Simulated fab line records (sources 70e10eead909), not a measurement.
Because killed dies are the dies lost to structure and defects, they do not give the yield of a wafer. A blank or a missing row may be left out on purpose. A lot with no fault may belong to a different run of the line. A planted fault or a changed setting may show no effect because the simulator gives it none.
Matching of chambers / flow nandHarc / 4 sister chambers for NHARC_P_CONTACT_ETCH_35 on rieDiel-13
The step etches the open film in CF4, target depth 39 nm, time 65 s. 4 wafers are shown with their chamber, then 12 later ones without.

WAFERS, EACH WITH ITS CHAMBER
wafer=L090.5; chamber=3; drypumpMotorCurrentA (A)=6.3
wafer=L092.1; chamber=1; drypumpMotorCurrentA (A)=5.7
wafer=L092.2; chamber=2; drypumpMotorCurrentA (A)=5.7
wafer=L092.4; chamber=0; drypumpMotorCurrentA (A)=6.0

WAFERS WHOSE CHAMBER IS MISSING
wafer=L094.1; drypumpMotorCurrentA (A)=5.7
wafer=L094.4; drypumpMotorCurrentA (A)=6.0
wafer=L094.6; drypumpMotorCurrentA (A)=6.0
wafer=L095.2; drypumpMotorCurrentA (A)=6.1
wafer=L095.3; drypumpMotorCurrentA (A)=6.4
wafer=L095.6; drypumpMotorCurrentA (A)=5.7
wafer=L097.2; drypumpMotorCurrentA (A)=5.6
wafer=L097.3; drypumpMotorCurrentA (A)=6.3
wafer=L097.5; drypumpMotorCurrentA (A)=5.6
wafer=L096.3; drypumpMotorCurrentA (A)=6.0
wafer=L096.4; drypumpMotorCurrentA (A)=5.6
wafer=L096.6; drypumpMotorCurrentA (A)=6.3

EACH ONE'S CHAMBER
wafer=L094.1; from the rows above=can't be placed: 1 or 2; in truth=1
wafer=L094.4; from the rows above=0; in truth=0
wafer=L094.6; from the rows above=0; in truth=0
wafer=L095.2; from the rows above=can't be placed: 0 or 3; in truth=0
wafer=L095.3; from the rows above=3; in truth=3
wafer=L095.6; from the rows above=can't be placed: 1 or 2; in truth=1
wafer=L097.2; from the rows above=can't be placed: 1 or 2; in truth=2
wafer=L097.3; from the rows above=3; in truth=3
wafer=L097.5; from the rows above=can't be placed: 1 or 2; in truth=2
wafer=L096.3; from the rows above=0; in truth=0
wafer=L096.4; from the rows above=can't be placed: 1 or 2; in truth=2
wafer=L096.6; from the rows above=3; in truth=3
Placed correctly: 6 of 12. Unplaceable from these rows: 6, with the true chamber sitting among the candidates in 6. 0 placed wrongly.
How it was worked out, from the rows above alone: a wafer's distance from a chamber is the root of the sum, over the readings, of the square of ((its reading less the chamber's mean) divided by the reading's scatter). The wafer belongs to the nearest chamber; if the next one is less than 2 further off, it can't be placed. For every chamber, the mean is computed from those of its wafers that are shown. The scatter: with one shown wafer a chamber, the root of the mean of the squares of how far each hidden wafer lies from its nearest shown one.
